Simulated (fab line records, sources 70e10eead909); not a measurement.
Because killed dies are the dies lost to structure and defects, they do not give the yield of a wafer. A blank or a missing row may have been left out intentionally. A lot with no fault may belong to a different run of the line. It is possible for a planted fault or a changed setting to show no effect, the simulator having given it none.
Chamber matching ; flow nandHarc ; 3 sister chambers for NHARC_THIN_TSV_DEP_47 on pecvd-04
The step deposits SiO2, target thk 200 nm. 3 wafers are shown with their chamber, then 8 later ones without.

== WAFERS PAIRED WITH THEIR CHAMBERS ==
wafer;chamber;throttleValvePct (%)
L677.6;0;15.8
L680.3;2;15.7
L683.1;1;15.6

== WAFERS WHOSE CHAMBER IS MISSING ==
wafer;throttleValvePct (%)
L683.3;15.8
L683.4;15.6
L685.2;16.0
L685.5;15.8
L685.6;15.9
L686.1;15.7
L686.2;15.5
L686.5;16.1

== EACH ONE'S CHAMBER ==
wafer;from the rows above;in truth
L683.3;can't be placed: 0 or 2 or 1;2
L683.4;can't be placed: 1 or 2 or 0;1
L685.2;can't be placed: 0 or 2 or 1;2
L685.5;can't be placed: 0 or 2 or 1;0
L685.6;can't be placed: 0 or 2 or 1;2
L686.1;can't be placed: 2 or 1 or 0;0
L686.2;can't be placed: 1 or 2 or 0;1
L686.5;can't be placed: 0 or 2 or 1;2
Correct placement for 0 of the 8. Cannot be placed on the basis of these rows: 8; the candidates contain the true chamber in 8. Wrongly placed: 0.
How it was worked out, from the rows above alone: a wafer's distance from a chamber is the root of the sum, over the readings, of the square of ((its reading less the chamber's mean) divided by the reading's scatter). If the next closest chamber is less than 2 further off than the closest, the wafer can't be placed; otherwise it belongs to the closest. A chamber's mean is the mean of its shown wafers. The scatter: with one shown wafer a chamber, the root of the mean of the squares of how far each hidden wafer lies from its nearest shown one.
